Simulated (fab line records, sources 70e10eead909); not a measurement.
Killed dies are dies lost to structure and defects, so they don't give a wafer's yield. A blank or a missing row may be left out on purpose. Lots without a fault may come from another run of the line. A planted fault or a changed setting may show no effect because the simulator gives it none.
Chamber matching | flow nand_harc | NHARC_A_BLC_ETCH_16 on rie_diel-04: 4 sister chambers
The step etches the open film in CF4, target depth 39 nm, time 65 s. 7 wafers are shown with their chamber, then 7 later ones without.

WAFERS WITH THEIR CHAMBER
wafer  | chamber | drypump_motor_current_A (A) | oes_product_au (a.u.)
L835.1 | 1       | 6.39                        | 0.995
L835.2 | 2       | 6.05                        | 1.003
L844.3 | 2       | 6.05                        | 1.008
L844.5 | 3       | 6.49                        | 0.999
L844.6 | 0       | 6.01                        | 1.005
L841.1 | 1       | 6.41                        | 0.986
L841.3 | 0       | 6.02                        | 1.005

WAFERS WITHOUT THEIR CHAMBER
wafer  | drypump_motor_current_A (A) | oes_product_au (a.u.)
L841.6 | 6.00                        | 0.994
L849.1 | 6.06                        | 1.021
L849.2 | 6.46                        | 0.982
L849.5 | 6.45                        | 1.014
L850.1 | 6.00                        | 0.968
L850.4 | 6.49                        | 0.991
L850.6 | 6.05                        | 1.004

WHICH CHAMBER EACH WENT THROUGH
wafer  | from the rows above     | in truth
L841.6 | 0                       | 0
L849.1 | 2                       | 2
L849.2 | can't be placed: 3 or 1 | 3
L849.5 | 3                       | 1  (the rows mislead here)
L850.1 | can't be placed: 0 or 2 | 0
L850.4 | 3                       | 3
L850.6 | 2                       | 2
Placed correctly: 4 of 7. Can't be placed from these rows: 2 (the true chamber is among the candidates in 2). Placed wrongly: 1.
How it was worked out, from the rows above alone: a wafer's distance from a chamber is the root of the sum, over the readings, of the square of ((its reading less the chamber's mean) divided by the reading's scatter). The wafer belongs to the nearest chamber; if the next one is less than 2 further off, it can't be placed. A chamber's mean is the mean of its shown wafers. The scatter: the root of (the sum of the squares of (reading less its chamber's mean) over the shown wafers, divided by (wafers less chambers)).
